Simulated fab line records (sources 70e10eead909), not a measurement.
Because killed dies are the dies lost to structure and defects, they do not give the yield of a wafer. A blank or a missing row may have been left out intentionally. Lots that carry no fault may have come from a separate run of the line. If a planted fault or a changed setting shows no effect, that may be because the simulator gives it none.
Chamber matching + flow nandHarc + 3 sister chambers for NHARC_A_STAIRCASE_DEP_259 on pecvd-01
The step deposits SiON, target thk 30 nm. 24 wafers are shown with their chamber, then 12 later ones without.

== WAFERS, EACH WITH ITS CHAMBER ==
| wafer  | chamber | heaterPowerW (W) | heaterPowerOuterW (W) | chamberPressureTorr (Torr) |
|--------|---------|------------------|-----------------------|----------------------------|
| L074.1 | 1       | 780              | 503                   | 3.485                      |
| L074.3 | 2       | 876              | 518                   | 3.493                      |
| L074.6 | 1       | 791              | 515                   | 3.514                      |
| L076.1 | 2       | 902              | 536                   | 3.507                      |
| L076.3 | 0       | 747              | 435                   | 3.497                      |
| L076.6 | 0       | 739              | 439                   | 3.503                      |
| L079.2 | 0       | 829              | 488                   | 3.509                      |
| L079.3 | 2       | 772              | 464                   | 3.502                      |
| L079.4 | 2       | 803              | 461                   | 3.513                      |
| L082.3 | 1       | 753              | 491                   | 3.497                      |
| L082.5 | 0       | 800              | 475                   | 3.503                      |
| L082.6 | 1       | 764              | 499                   | 3.490                      |
| L080.1 | 0       | 827              | 507                   | 3.496                      |
| L080.4 | 0       | 821              | 502                   | 3.500                      |
| L080.5 | 2       | 976              | 581                   | 3.505                      |
| L084.1 | 0       | 744              | 420                   | 3.509                      |
| L084.3 | 1       | 801              | 517                   | 3.494                      |
| L084.6 | 2       | 973              | 592                   | 3.493                      |
| L085.3 | 1       | 786              | 525                   | 3.503                      |
| L085.4 | 1       | 785              | 521                   | 3.512                      |
| L085.6 | 2       | 848              | 508                   | 3.503                      |
| L089.1 | 1       | 760              | 508                   | 3.505                      |
| L089.2 | 0       | 819              | 483                   | 3.494                      |
| L089.5 | 0       | 823              | 475                   | 3.490                      |

SIGNATURES, as means of the wafers listed above
| reading             | chamber 0 | chamber 1 | chamber 2 | scatter within a chamber |
|---------------------|-----------|-----------|-----------|--------------------------|
| heaterPowerW        | 794.33    | 777.50    | 878.57    | 49.4                     |
| heaterPowerOuterW   | 469.33    | 509.88    | 522.86    | 34.1                     |
| chamberPressureTorr | 3.50011   | 3.50000   | 3.50229   | 0.00817                  |
Rule: a wafer's distance from a chamber is the root of the sum, over the readings, of the square of ((its reading less the chamber's mean) divided by the reading's scatter). If the next closest chamber is less than 2 further off than the closest, the wafer can't be placed; otherwise it belongs to the closest. The scatter: take each reading less its chamber's mean, square it, sum over the shown wafers, divide by the number of wafers less the number of chambers, and take the root.

== WAFERS WITHOUT THEIR CHAMBER ==
| wafer  | heaterPowerW (W) | heaterPowerOuterW (W) | chamberPressureTorr (Torr) |
|--------|------------------|-----------------------|----------------------------|
| L088.1 | 922              | 542                   | 3.506                      |
| L088.2 | 815              | 483                   | 3.488                      |
| L088.6 | 829              | 476                   | 3.501                      |
| L092.2 | 776              | 510                   | 3.504                      |
| L092.3 | 827              | 478                   | 3.491                      |
| L092.5 | 792              | 473                   | 3.498                      |
| L093.4 | 702              | 393                   | 3.507                      |
| L093.5 | 712              | 471                   | 3.497                      |
| L093.6 | 954              | 576                   | 3.489                      |
| L097.1 | 779              | 505                   | 3.498                      |
| L097.2 | 785              | 449                   | 3.498                      |
| L097.6 | 783              | 502                   | 3.502                      |

== CHAMBER TAKEN BY EACH ==
| wafer  | from the rows above          | in truth |
|--------|------------------------------|----------|
| L088.1 | 2                            | 2        |
| L088.2 | can't be placed: 0 or 1 or 2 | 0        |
| L088.6 | can't be placed: 0 or 1 or 2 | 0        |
| L092.2 | can't be placed: 1 or 0 or 2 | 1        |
| L092.3 | can't be placed: 0 or 1 or 2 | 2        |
| L092.5 | can't be placed: 0 or 1      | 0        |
| L093.4 | can't be placed: 0 or 1      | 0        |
| L093.5 | can't be placed: 0 or 1      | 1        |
| L093.6 | can't be placed: 2 or 1 or 0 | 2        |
| L097.1 | can't be placed: 1 or 0 or 2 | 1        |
| L097.2 | can't be placed: 0 or 1      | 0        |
| L097.6 | can't be placed: 1 or 0 or 2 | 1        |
Correct placement for 1 of the 12. Can't be placed from these rows: 11 (the true chamber is among the candidates in 11). Wrongly placed: 0.
